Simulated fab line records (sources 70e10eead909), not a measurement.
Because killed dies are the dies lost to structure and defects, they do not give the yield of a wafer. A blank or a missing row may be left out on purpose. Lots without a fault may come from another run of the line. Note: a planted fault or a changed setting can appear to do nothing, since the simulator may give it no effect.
Matching of chambers ; flow nand_harc ; NHARC_A_SGD_CUT_DEP_00 on pecvd-04: 3 sister chambers
The step deposits SiNx, target thk 50 nm. 14 wafers are shown with their chamber, then 7 later ones without.

## EACH WAFER AND ITS CHAMBER
wafer;chamber;heater_power_w (W);rf_fwd_power_W (W);susceptor_temp_C (C)
L074.2;1;810;448.0;400.00
L074.3;2;668;445.4;399.98
L074.5;1;815;447.0;400.29
L078.1;0;682;449.2;399.69
L078.3;2;723;445.7;399.81
L078.5;1;825;447.4;400.03
L083.3;2;689;446.6;400.18
L083.4;1;854;449.4;399.71
L083.6;0;662;447.3;400.50
L087.1;0;700;449.8;399.91
L087.2;2;712;449.9;399.74
L087.5;2;722;447.5;399.81
L088.2;1;839;446.5;399.93
L088.4;0;698;446.2;399.77

SIGNATURES (means of the wafers above)
reading;chamber 0;chamber 1;chamber 2;scatter within a chamber
heater_power_w;685.50;828.60;702.80;20.2
rf_fwd_power_W;448.125;447.660;447.020;1.55
susceptor_temp_C;399.9675;399.9920;399.9040;0.253
Rule: a wafer's distance from a chamber is the root of the sum, over the readings, of the square of ((its reading less the chamber's mean) divided by the reading's scatter). The wafer belongs to the nearest chamber; if the next one is less than 2 further off, it can't be placed. How the scatter is found: for the shown wafers, subtract from each reading the mean of its chamber, square and add these, divide the total by (wafers less chambers), then take the root.

## WAFERS MISSING THEIR CHAMBER
wafer;heater_power_w (W);rf_fwd_power_W (W);susceptor_temp_C (C)
L088.6;617;447.2;399.86
L095.1;712;446.2;399.67
L095.2;820;450.1;400.24
L095.3;687;449.6;399.93
L092.3;701;449.0;400.11
L092.4;688;448.6;399.85
L092.6;829;445.1;400.00

## WHICH CHAMBER EACH WENT THROUGH
wafer;from the rows above;in truth
L088.6;can't be placed: 0 or 2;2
L095.1;can't be placed: 2 or 0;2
L095.2;1;1
L095.3;can't be placed: 0 or 2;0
L092.3;can't be placed: 0 or 2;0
L092.4;can't be placed: 0 or 2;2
L092.6;1;1
2 of 7 placed correctly. From these rows, 5 cannot be placed; in 5 the true chamber is one of the candidates. Wrongly placed: 0.
